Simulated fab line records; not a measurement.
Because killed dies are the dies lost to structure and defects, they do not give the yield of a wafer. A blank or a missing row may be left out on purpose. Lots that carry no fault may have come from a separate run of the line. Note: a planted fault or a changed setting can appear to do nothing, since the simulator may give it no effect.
fab line records	flow nandHarc
record lots=24	wafers=72	lastDay=33
route steps=1302 shown P_M2@332 P_BONDPAD@375 A_ZERO_WELL@401
lots that met no fault: taken from a fault-free run of the same line
startH: the number of hours between the record's first day and the start of the first shown wafer of the lot	waitH: hours since the lot's step before	" repeats the value in the row above	L1.1+2: one row covering several wafers at once	- no value, or no start given	* or withheld: withheld	< > ~ a bound
route shown NAME@n: names a module that has steps shown in the file, with the first one's number in the route	usual: mean/standard deviation taken from wafers without a fault	same: alike in all rows	chamber/n: place in a boat	sites: the reading at each site	_std_site: standard deviation across them	_edge_site: outer sites' mean less inner sites'	radiusMm: for every site, how far away it sits from the centre of the wafer	mask NAME#n: copy n	behind: tool/chamber where the wafer was last shaped	hold: the reason the lot was held/the length of the hold in hours/how it ended	device: which transistor (n, p or np) failed to switch	end of line: at the end of the route, the tests of the same wafers	where a step has no rows: the recipe by itself	killed: the dies lost at the first sort to structure and to defects; this is not the yield of the wafer	map: the dies of a wafer, with x for killed, . for not killed, _ for no die there
set.NAME: the run value of the setting; set.NAME@STEP: its run value at that earlier step	model.NAME: the simulator's own value behind a step, which no gauge read
the route's steps for a sample of lots (tables are steps, rows are wafers)
services: from which hour (startH, from the record's first day; less than 0 if before it) a tool's chamber was out of use, for how many hours, and why
## steps
# step NHARC_P_M2_ETCH_35
# recipe targetDepthA=400	overetchA=120	timeS=43.94	ionEnergyEv=200	n2FlowSccm=150	h2FlowSccm=150	arFlowSccm=0	rfW=400	biasW=150	chemistry=N2/H2
# usual biasW=150.0/0.42	chamberPressureMTorr=30.005/0.027	drypumpMotorCurrentA=5.7/0.49	oesProductAu=0.999/0.01	rfVppV=428.4/2.5	showerheadPlenumPTorr=1.96/0.082	throttleValvePct=14.172/0.0091
lot.wafer	tool	chamber	startH	waitH	biasW	chamberPressureMTorr	drypumpMotorCurrentA	oesProductAu	rfHoursCounterH	rfVppV	showerheadPlenumPTorr	throttleValvePct
L074.1	rieDiel-07	0	135.06	0.1	149.6	30.033	5.8	0.998	0.7	429.5	2.00	14.169
L074.5	"	1	"	"	149.8	30.069	6.5	0.999	-	429.1	1.96	14.172
L074.6	"	2	"	"	149.7	30.010	5.6	0.993	-	427.5	1.94	14.172
L076.3	rieDiel-08	2	151.58	0.1	150.5	29.980	5.9	1.005	6.3	426.7	1.90	14.165
L076.5	"	3	"	"	150.0	29.984	5.4	1.012	-	428.9	1.91	14.180
L076.6	"	0	"	"	150.4	29.978	5.9	0.984	-	426.0	1.89	14.173
L075.1	rieDiel-08	3	152.03	0.1	150.6	29.980	5.4	1.010	6.4	425.9	1.91	14.174
L075.5	"	0	"	"	149.1	30.016	6.0	0.997	-	425.9	1.89	14.163
L075.6	"	1	"	"	148.8	30.017	6.1	0.996	-	427.1	1.93	14.168
L077.4	rieDiel-07	0	163.62	0.1	150.3	30.038	5.8	1.001	2.3	431.4	2.00	14.164
L077.1	"	1	"	"	150.6	29.973	6.5	1.007	2.3	427.7	1.96	14.175
L077.6	"	3	"	"	150.1	30.029	5.3	0.998	-	435.4	2.19	14.170
L078.4	rieDiel-08	0	168.54	0.1	150.6	30.006	6.0	0.993	8.4	427.0	1.89	14.167
L078.1	"	1	"	"	150.7	30.006	6.1	0.996	8.3	428.8	1.93	14.172
L078.5	"	3	"	"	149.6	29.998	5.4	1.010	-	426.4	1.91	14.176
L079.2	rieDiel-05	2	174.87	0.1	149.7	29.978	5.2	1.009	6.9	427.4	1.91	14.187
L079.1	"	3	"	"	150.2	30.064	4.8	0.992	7.1	428.7	1.96	14.168
L079.5	"	2	"	"	150.3	30.021	5.2	1.010	-	427.2	1.91	14.167
L080.4	rieDiel-07	0	188.45	0.1	150.1	29.964	5.8	1.004	4.4	431.3	2.00	14.182
L080.2	"	1	"	"	149.8	30.007	6.5	1.003	4.8	428.5	1.96	14.161
L080.3	"	3	"	"	150.3	30.056	5.3	1.008	4.7	434.4	2.19	14.169
L081.4	rieDiel-08	2	205.37	0.1	150.3	29.956	5.9	1.005	0.1	425.6	1.90	14.187
L081.3	"	0	"	"	149.7	29.960	6.0	1.029	0.2	425.4	1.89	14.177
L081.6	"	2	"	"	150.1	30.014	5.9	1.006	-	426.5	1.90	14.157
L082.4	rieDiel-05	1	211.89	0.1	150.3	30.002	6.5	1.024	8.5	428.4	1.96	14.183
L082.6	"	3	"	"	150.9	30.054	4.9	0.992	-	427.3	1.96	14.175
L082.5	"	0	"	"	149.9	29.992	5.3	1.002	-	424.7	1.90	14.168
L083.1	rieDiel-08	1	224.56	0.1	150.0	30.016	6.1	0.995	2.4	428.7	1.93	14.158
L083.2	"	2	"	"	150.1	30.008	5.9	0.994	1.6	427.3	1.90	14.179
L083.5	"	0	"	"	150.0	29.987	6.0	1.015	-	426.5	1.89	14.172
L084.2	rieDiel-07	1	233.78	0.1	150.3	30.002	6.5	0.993	6.7	428.1	1.96	14.187
L084.3	"	2	"	"	150.4	30.002	5.6	0.988	7.1	428.1	1.94	14.186
L084.6	"	3	"	"	149.8	30.004	5.3	0.990	-	436.1	2.19	14.165
L085.4	rieDiel-07	1	237.53	0.1	149.8	29.983	6.5	1.002	6.8	427.5	1.96	14.170
L085.6	"	3	"	"	149.6	30.010	5.3	0.995	-	436.3	2.19	14.185
L085.5	"	0	"	"	150.3	29.975	5.9	0.991	-	430.6	2.00	14.159
L086.3	rieDiel-08	1	255.32	0.1	149.1	29.978	6.1	1.008	4.0	427.0	1.93	14.179
L086.6	"	3	"	"	150.2	30.012	5.4	1.014	-	426.9	1.91	14.180
L086.5	"	0	"	"	149.8	30.002	6.0	1.009	-	426.6	1.89	14.153
L087.4	rieDiel-07	1	256.00	0.1	150.6	29.992	6.5	0.998	7.4	428.6	1.96	14.168
L087.3	"	2	"	"	149.8	29.995	5.6	0.997	7.9	428.3	1.94	14.194
L087.5	"	2	"	"	149.8	29.977	5.6	0.999	-	428.0	1.94	14.185
L088.4	rieDiel-05	0	273.20	0.1	149.5	30.016	5.3	0.996	1.3	426.4	1.90	14.168
L088.2	"	2	"	"	150.3	29.964	5.2	1.007	0.5	428.7	1.91	14.188
L088.5	"	0	"	"	149.7	30.000	5.3	0.996	-	428.0	1.90	14.182
L089.1	rieDiel-05	2	274.00	0.1	149.4	30.041	5.2	1.006	0.6	426.8	1.91	14.164
L089.4	"	0	"	"	149.4	29.963	5.3	1.001	1.4	428.2	1.90	14.183
L089.6	"	3	"	"	149.2	30.010	4.9	1.004	-	428.8	1.96	14.170
L090.3	rieDiel-07	3	287.36	0.1	149.8	29.992	5.3	0.984	9.1	434.9	2.19	14.178
L090.6	"	0	"	"	150.4	30.032	5.9	0.975	-	428.2	2.00	14.183
L090.5	"	1	"	"	150.0	29.977	6.5	0.988	-	429.7	1.96	14.161
L091.3	rieDiel-08	0	299.29	0.1	150.1	30.035	6.0	0.996	5.3	426.1	1.89	14.171
L091.1	"	1	"	"	150.5	29.970	6.1	0.993	5.5	427.1	1.93	14.173
L091.6	"	3	"	"	150.1	29.969	5.4	1.005	-	426.1	1.91	14.164
L092.3	rieDiel-07	1	312.76	0.1	150.0	30.013	6.4	0.983	0.5	429.7	1.96	14.171
L092.4	"	3	"	"	149.4	30.035	5.3	1.007	0.3	434.4	2.19	14.173
L092.6	"	2	"	"	150.2	29.960	5.6	1.002	-	427.4	1.94	14.163
L093.3	rieDiel-07	1	316.55	0.1	149.2	30.015	6.5	0.987	0.8	427.7	1.96	14.193
L093.2	"	2	"	"	150.5	30.058	5.6	1.000	0.8	429.6	1.94	14.155
L093.1	"	3	"	"	150.2	30.036	5.3	1.005	0.8	434.8	2.19	14.178
L094.4	rieDiel-05	1	328.26	0.1	149.7	30.017	6.4	1.008	5.3	428.4	1.95	14.170
L094.5	"	3	"	"	149.8	30.013	4.9	1.008	-	430.0	1.96	14.166
L094.6	"	0	"	"	149.9	29.989	5.3	0.994	-	427.5	1.90	14.176
L095.1	rieDiel-07	0	340.05	0.1	150.5	30.026	5.8	0.991	1.8	430.2	2.00	14.172
L095.4	"	1	"	"	149.1	29.973	6.5	0.972	1.6	427.9	1.96	14.176
L095.2	"	2	"	"	150.7	30.006	5.6	0.997	1.8	426.4	1.94	14.171
L096.4	rieDiel-07	1	360.98	0.1	149.7	29.968	6.5	0.993	2.7	429.5	1.96	14.151
L096.3	"	3	"	"	149.9	30.048	5.3	0.999	3.1	435.2	2.19	14.165
L096.5	"	1	"	"	149.8	29.979	6.5	0.983	-	427.4	1.96	14.171
L097.4	rieDiel-05	3	362.77	0.1	150.1	29.954	4.8	1.017	6.8	428.9	1.96	14.172
L097.6	"	2	"	"	149.7	30.040	5.2	1.008	-	428.1	1.91	14.159
L097.5	"	3	"	"	149.3	29.979	4.9	1.006	-	428.1	1.96	14.178
# step NHARC_P_M2_PVD_21
# recipe targetThkA=300	chamberPressurePa=5	powerW=5000	substrateTempC=30	timeS=20.49	material=Cu
# usual throttleValvePct=30.2/1.3
lot.wafer	tool	chamber	startH	waitH	throttleValvePct
L074.1	pvdSputter-01	-	-	-	31.2
L074.6	"	-	"	"	31.4
L074.5	"	-	"	"	29.5
L076.3	pvdSputter-03	-	-	-	32.1
L076.5	"	-	"	"	29.8
L076.6	"	-	"	"	32.4
L075.1	pvdSputter-02	-	-	-	31.0
L075.5	"	-	"	"	30.0
L075.6	"	-	"	"	28.4
L077.1	pvdSputter-02	-	-	-	30.3
L077.4	"	-	"	"	28.6
L077.6	"	-	"	"	30.4
L078.4	pvdSputter-02	-	-	-	28.6
L078.1	"	-	"	"	30.5
L078.5	"	-	"	"	30.2
L079.1	pvdSputter-01	-	-	-	31.2
L079.2	"	-	"	"	29.1
L079.5	"	-	"	"	29.1
L080.2	pvdSputter-02	-	-	-	31.3
L080.3	"	-	"	"	30.4
L080.4	"	-	"	"	28.6
L081.4	pvdSputter-03	-	-	-	32.8
L081.3	"	-	"	"	31.3
L081.6	"	-	"	"	29.2
L082.4	pvdSputter-03	-	-	-	29.6
L082.6	"	-	"	"	28.3
L082.5	"	-	"	"	29.4
L083.1	pvdSputter-03	-	-	-	28.0
L083.2	"	-	"	"	29.2
L083.5	"	-	"	"	31.6
L084.2	pvdSputter-03	-	-	-	28.1
L084.3	"	-	"	"	33.1
L084.6	"	-	"	"	29.6
L085.4	pvdSputter-01	-	-	-	30.8
L085.6	"	-	"	"	31.5
L085.5	"	-	"	"	29.1
L086.3	pvdSputter-01	-	-	-	29.2
L086.5	"	-	"	"	30.6
L086.6	"	-	"	"	29.1
L087.4	pvdSputter-02	-	-	-	30.7
L087.3	"	-	"	"	31.4
L087.5	"	-	"	"	30.6
L088.2	pvdSputter-01	-	-	-	29.2
L088.4	"	-	"	"	31.3
L088.5	"	-	"	"	29.4
L089.4	pvdSputter-03	-	-	-	31.3
L089.1	"	-	"	"	32.8
L089.6	"	-	"	"	31.5
L090.3	pvdSputter-03	-	-	-	31.4
L090.5	"	-	"	"	32.9
L090.6	"	-	"	"	31.0
L091.1	pvdSputter-01	-	-	-	29.1
L091.3	"	-	"	"	30.6
L091.6	"	-	"	"	29.3
L092.3	pvdSputter-02	-	-	-	29.9
L092.4	"	-	"	"	30.9
L092.6	"	-	"	"	29.7
L093.2	pvdSputter-01	-	-	-	29.0
L093.1	"	-	"	"	30.5
L093.3	"	-	"	"	29.2
L094.4	pvdSputter-02	-	-	-	30.5
L094.5	"	-	"	"	28.4
L094.6	"	-	"	"	30.7
L095.4	pvdSputter-03	-	-	-	31.3
L095.2	"	-	"	"	29.4
L095.1	"	-	"	"	32.8
L096.4	pvdSputter-02	-	-	-	30.6
L096.3	"	-	"	"	28.5
L096.5	"	-	"	"	30.6
L097.4	pvdSputter-02	-	-	-	29.9
L097.6	"	-	"	"	30.4
L097.5	"	-	"	"	31.2
# step NHARC_P_M2_THK_MEAS_24
# recipe thkMeasGauge=xrf
# usual thkNm=144.0/1.4
lot.wafer	tool	chamber	startH	waitH	thkNm
L074.1	filmMetro-01	-	137.36	-	143.0
L074.5	"	-	"	"	142.1
L074.6	"	-	"	"	146.3
L076.3	filmMetro-02	-	153.89	-	143.7
L076.5	"	-	"	"	143.6
L076.6	"	-	"	"	142.2
L075.1	filmMetro-01	-	154.33	-	146.1
L075.5	"	-	"	"	143.9
L075.6	"	-	"	"	147.9
L077.1	filmMetro-01	-	165.94	-	145.1
L077.4	"	-	"	"	142.8
L077.6	"	-	"	"	144.3
L078.1	filmMetro-02	-	170.93	-	145.6
L078.4	"	-	"	"	142.9
L078.5	"	-	"	"	142.3
L079.1	filmMetro-01	-	177.21	-	145.1
L079.2	"	-	"	"	144.4
L079.5	"	-	"	"	144.7
L080.2	filmMetro-02	-	190.84	-	145.5
L080.3	"	-	"	"	143.9
L080.4	"	-	"	"	145.5
L081.3	filmMetro-02	-	207.74	-	145.2
L081.4	"	-	"	"	145.7
L081.6	"	-	"	"	143.8
L082.4	filmMetro-01	-	214.21	-	146.5
L082.5	"	-	"	"	144.8
L082.6	"	-	"	"	142.0
L083.1	filmMetro-02	-	226.88	-	143.3
L083.2	"	-	"	"	142.7
L083.5	"	-	"	"	141.5
L084.2	filmMetro-02	-	236.15	-	143.8
L084.3	"	-	"	"	144.0
L084.6	"	-	"	"	144.3
L085.4	filmMetro-01	-	239.84	-	142.9
L085.5	"	-	"	"	144.0
L085.6	"	-	"	"	144.0
L086.3	filmMetro-02	-	257.78	-	144.7
L086.5	"	-	"	"	143.4
L086.6	"	-	"	"	144.3
L087.3	filmMetro-02	-	258.33	-	143.6
L087.4	"	-	"	"	147.9
L087.5	"	-	"	"	141.7
L088.2	filmMetro-02	-	275.60	-	143.1
L088.4	"	-	"	"	141.6
L088.5	"	-	"	"	144.7
L089.1	filmMetro-02	-	276.33	-	142.9
L089.4	"	-	"	"	145.1
L089.6	"	-	"	"	143.3
L090.3	filmMetro-02	-	289.68	-	144.7
L090.5	"	-	"	"	144.9
L090.6	"	-	"	"	146.2
L091.1	filmMetro-01	-	301.86	-	142.9
L091.3	"	-	"	"	141.4
L091.6	"	-	"	"	143.9
L092.3	filmMetro-01	-	315.15	-	144.1
L092.4	"	-	"	"	146.3
L092.6	"	-	"	"	144.0
L093.1	filmMetro-01	-	318.93	-	144.7
L093.2	"	-	"	"	147.5
L093.3	"	-	"	"	144.3
L094.4	filmMetro-01	-	330.58	-	143.6
L094.5	"	-	"	"	144.7
L094.6	"	-	"	"	143.4
L095.1	filmMetro-02	-	342.37	-	144.7
L095.2	"	-	"	"	145.8
L095.4	"	-	"	"	142.0
L096.3	filmMetro-01	-	363.30	-	145.8
L096.4	"	-	"	"	142.9
L096.5	"	-	"	"	145.5
L097.4	filmMetro-02	-	365.10	-	142.7
L097.5	"	-	"	"	141.0
L097.6	"	-	"	"	143.7
# step NHARC_P_BONDPAD_PRE_CLEAN_26
# recipe timeS=30	tempC=280	gas=H2/He
# usual heaterPowerW=396/38
lot.wafer	tool	chamber	startH	waitH	heaterPowerW
L074.1	pvdSputter-02	-	-	-	376
L074.5	"	-	"	"	325
L074.6	"	-	"	"	479
L076.3	pvdSputter-01	-	-	-	379
L076.5	"	-	"	"	384
L076.6	"	-	"	"	389
L075.1	pvdSputter-02	-	-	-	324
L075.5	"	-	"	"	405
L075.6	"	-	"	"	383
L077.4	pvdSputter-02	-	-	-	397
L077.1	"	-	"	"	363
L077.6	"	-	"	"	473
L078.4	pvdSputter-02	-	-	-	395
L078.1	"	-	"	"	331
L078.5	"	-	"	"	385
L079.2	pvdSputter-01	-	-	-	382
L079.1	"	-	"	"	393
L079.5	"	-	"	"	384
L080.4	pvdSputter-01	-	-	-	389
L080.2	"	-	"	"	388
L080.3	"	-	"	"	414
L081.3	pvdSputter-01	-	-	-	403
L081.4	"	-	"	"	394
L081.6	"	-	"	"	409
L082.4	pvdSputter-02	-	-	-	373
L082.5	"	-	"	"	367
L082.6	"	-	"	"	331
L083.2	pvdSputter-03	-	-	-	413
L083.1	"	-	"	"	445
L083.5	"	-	"	"	417
L084.3	pvdSputter-03	-	-	-	405
L084.2	"	-	"	"	448
L084.6	"	-	"	"	365
L085.4	pvdSputter-03	-	-	-	365
L085.6	"	-	"	"	421
L085.5	"	-	"	"	443
L086.3	pvdSputter-01	-	-	-	395
L086.5	"	-	"	"	368
L086.6	"	-	"	"	417
L087.4	pvdSputter-02	-	-	-	377
L087.3	"	-	"	"	336
L087.5	"	-	"	"	375
L088.4	pvdSputter-03	-	-	-	452
L088.2	"	-	"	"	405
L088.5	"	-	"	"	410
L089.4	pvdSputter-02	-	-	-	335
L089.1	"	-	"	"	485
L089.6	"	-	"	"	396
L090.3	pvdSputter-01	-	-	-	382
L090.6	"	-	"	"	370
L090.5	"	-	"	"	419
L091.3	pvdSputter-01	-	-	-	364
L091.1	"	-	"	"	371
L091.6	"	-	"	"	391
L092.4	pvdSputter-01	-	-	-	382
L092.3	"	-	"	"	414
L092.6	"	-	"	"	370
L093.2	pvdSputter-02	-	-	-	364
L093.3	"	-	"	"	464
L093.1	"	-	"	"	388
L094.4	pvdSputter-03	-	-	-	407
L094.5	"	-	"	"	367
L094.6	"	-	"	"	418
L095.1	pvdSputter-03	-	-	-	411
L095.4	"	-	"	"	424
L095.2	"	-	"	"	444
L096.3	pvdSputter-01	-	-	-	390
L096.4	"	-	"	"	368
L096.5	"	-	"	"	382
L097.4	pvdSputter-03	-	-	-	439
L097.5	"	-	"	"	439
L097.6	"	-	"	"	358
# step NHARC_P_BONDPAD_PVD_27
# recipe targetThkA=300	chamberPressurePa=5	powerW=5000	substrateTempC=30	timeS=20.49	material=Cu
# usual throttleValvePct=30.3/1.3
lot.wafer	tool	chamber	startH	waitH	throttleValvePct
L074.1	pvdSputter-02	-	-	-	28.7
L074.5	"	-	"	"	28.7
L074.6	"	-	"	"	30.8
L076.3	pvdSputter-01	-	-	-	29.1
L076.5	"	-	"	"	29.3
L076.6	"	-	"	"	31.2
L075.1	pvdSputter-02	-	-	-	30.6
L075.6	"	-	"	"	30.3
L075.5	"	-	"	"	28.6
L077.1	pvdSputter-02	-	-	-	31.2
L077.4	"	-	"	"	30.0
L077.6	"	-	"	"	28.6
L078.1	pvdSputter-02	-	-	-	31.1
L078.4	"	-	"	"	30.8
L078.5	"	-	"	"	30.1
L079.1	pvdSputter-01	-	-	-	31.3
L079.2	"	-	"	"	29.0
L079.5	"	-	"	"	31.2
L080.2	pvdSputter-01	-	-	-	29.0
L080.3	"	-	"	"	31.3
L080.4	"	-	"	"	29.6
L081.4	pvdSputter-01	-	-	-	31.2
L081.3	"	-	"	"	31.3
L081.6	"	-	"	"	31.2
L082.4	pvdSputter-02	-	-	-	28.6
L082.6	"	-	"	"	30.1
L082.5	"	-	"	"	28.5
L083.1	pvdSputter-03	-	-	-	28.2
L083.2	"	-	"	"	33.0
L083.5	"	-	"	"	28.2
L084.3	pvdSputter-03	-	-	-	32.9
L084.2	"	-	"	"	31.3
L084.6	"	-	"	"	31.3
L085.4	pvdSputter-03	-	-	-	32.9
L085.6	"	-	"	"	32.7
L085.5	"	-	"	"	31.3
L086.3	pvdSputter-01	-	-	-	30.5
L086.5	"	-	"	"	29.2
L086.6	"	-	"	"	31.5
L087.3	pvdSputter-02	-	-	-	28.7
L087.4	"	-	"	"	30.7
L087.5	"	-	"	"	30.6
L088.2	pvdSputter-03	-	-	-	33.0
L088.4	"	-	"	"	28.0
L088.5	"	-	"	"	32.8
L089.4	pvdSputter-02	-	-	-	31.3
L089.1	"	-	"	"	28.6
L089.6	"	-	"	"	31.3
L090.3	pvdSputter-01	-	-	-	30.8
L090.6	"	-	"	"	29.1
L090.5	"	-	"	"	30.9
L091.3	pvdSputter-01	-	-	-	30.4
L091.1	"	-	"	"	29.2
L091.6	"	-	"	"	30.6
L092.3	pvdSputter-01	-	-	-	29.1
L092.4	"	-	"	"	28.6
L092.6	"	-	"	"	30.5
L093.3	pvdSputter-02	-	-	-	31.7
L093.2	"	-	"	"	28.8
L093.1	"	-	"	"	30.7
L094.4	pvdSputter-03	-	-	-	27.8
L094.6	"	-	"	"	29.4
L094.5	"	-	"	"	32.8
L095.2	pvdSputter-03	-	-	-	29.5
L095.4	"	-	"	"	31.3
L095.1	"	-	"	"	28.0
L096.3	pvdSputter-01	-	-	-	29.2
L096.4	"	-	"	"	29.1
L096.5	"	-	"	"	31.6
L097.4	pvdSputter-03	-	-	-	27.5
L097.6	"	-	"	"	32.5
L097.5	"	-	"	"	31.3
# step NHARC_A_ZERO_WELL_CD_MEAS_10
# recipe targetCdNm=2000	landingEnergyEv=500
# usual cdNm=1999.8/1.9
lot.wafer	tool	chamber	startH	waitH	cdNm
L074.1	cdSem-01	0	143.57	-	2002.7
L074.5	"	0	"	"	1999.6
L074.6	"	0	"	"	1999.7
L076.3	cdSem-03	0	160.23	-	2000.9
L076.5	"	0	"	"	1999.1
L076.6	"	0	"	"	2000.1
L075.1	cdSem-01	0	160.40	-	2000.9
L075.5	"	0	"	"	2001.7
L075.6	"	0	"	"	2002.3
L077.1	cdSem-01	0	171.87	-	1996.1
L077.4	"	0	"	"	1996.7
L077.6	"	0	"	"	1998.3
L078.1	cdSem-01	0	176.93	-	2002.0
L078.4	"	0	"	"	2001.5
L078.5	"	0	"	"	2002.8
L079.1	cdSem-01	0	183.24	-	1999.7
L079.2	"	0	"	"	1999.1
L079.5	"	0	"	"	1997.6
L080.2	cdSem-03	0	196.87	-	2002.3
L080.3	"	0	"	"	2001.4
L080.4	"	0	"	"	1998.7
L081.3	cdSem-03	0	213.48	-	1996.9
L081.4	"	0	"	"	1997.7
L081.6	"	0	"	"	1999.1
L082.4	cdSem-01	0	220.24	-	2001.6
L082.5	"	0	"	"	2001.5
L082.6	"	0	"	"	2001.4
L083.1	cdSem-02	0	232.88	-	2000.8
L083.2	"	0	"	"	1999.0
L083.5	"	0	"	"	2000.0
L084.2	cdSem-01	0	242.34	-	1996.1
L084.3	"	0	"	"	1999.3
L084.6	"	0	"	"	1996.5
L085.4	cdSem-03	0	246.07	-	2000.8
L085.5	"	0	"	"	1997.2
L085.6	"	0	"	"	2001.1
L086.3	cdSem-02	0	263.82	-	2000.3
L086.5	"	0	"	"	2001.7
L086.6	"	0	"	"	1999.4
L087.3	cdSem-02	0	264.25	-	2000.5
L087.4	"	0	"	"	2001.7
L087.5	"	0	"	"	2001.7
L088.2	cdSem-02	0	281.70	-	1999.8
L088.4	"	0	"	"	2000.3
L088.5	"	0	"	"	1998.1
L089.1	cdSem-03	0	282.31	-	2001.2
L089.4	"	0	"	"	2002.6
L089.6	"	0	"	"	1998.9
L090.3	cdSem-03	0	295.81	-	1999.5
L090.5	"	0	"	"	2001.7
L090.6	"	0	"	"	1999.9
L091.1	cdSem-02	0	307.65	-	2003.0
L091.3	"	0	"	"	1998.9
L091.6	"	0	"	"	2001.6
L092.3	cdSem-01	0	321.67	-	1998.3
L092.4	"	0	"	"	2000.1
L092.6	"	0	"	"	1999.7
L093.1	cdSem-01	0	324.98	-	1999.8
L093.2	"	0	"	"	1997.8
L093.3	"	0	"	"	1997.2
L094.4	cdSem-01	0	336.37	-	2001.9
L094.5	"	0	"	"	1997.6
L094.6	"	0	"	"	2001.5
L095.1	cdSem-01	0	348.47	-	1997.7
L095.2	"	0	"	"	2000.4
L095.4	"	0	"	"	1997.8
L096.3	cdSem-02	0	369.44	-	1998.8
L096.4	"	0	"	"	1995.7
L096.5	"	0	"	"	1998.7
L097.4	cdSem-01	0	371.44	-	2001.3
L097.5	"	0	"	"	1998.9
L097.6	"	0	"	"	1997.8
## services
tool	chamber	startH	hours	kind
rieDiel-07	-	117.24	9.0	pm
rieDiel-07	0	117.24	9.0	ventCycle
pvdSputter-02	-	125.57	0.9	repair
rieDiel-05	-	127.85	3.1	repair
pvdSputter-01	-	168.36	1.5	repair
pvdSputter-03	-	170.09	10.0	pm
rieDiel-05	3	181.98	7.8	repair
pvdSputter-03	-	184.47	9.8	repair
rieDiel-08	-	190.80	9.0	pm
pvdSputter-01	-	203.63	0.7	repair
rieDiel-05	3	219.98	10.7	repair
pvdSputter-01	-	226.00	10.0	pm
rieDiel-05	-	229.66	9.0	pm
rieDiel-05	2	246.64	15.6	repair
rieDiel-08	2	267.90	7.1	repair
rieDiel-05	0	278.54	11.5	repair
pvdSputter-02	-	282.04	10.0	pm
rieDiel-07	3	291.53	15.1	repair
rieDiel-07	-	294.24	9.0	pm
pvdSputter-02	-	294.78	8.7	repair
rieDiel-08	0	347.29	13.9	repair
pvdSputter-03	-	348.09	10.0	pm
pvdSputter-03	-	358.42	0.7	repair
rieDiel-08	-	367.80	9.0	pm
## key
fault none
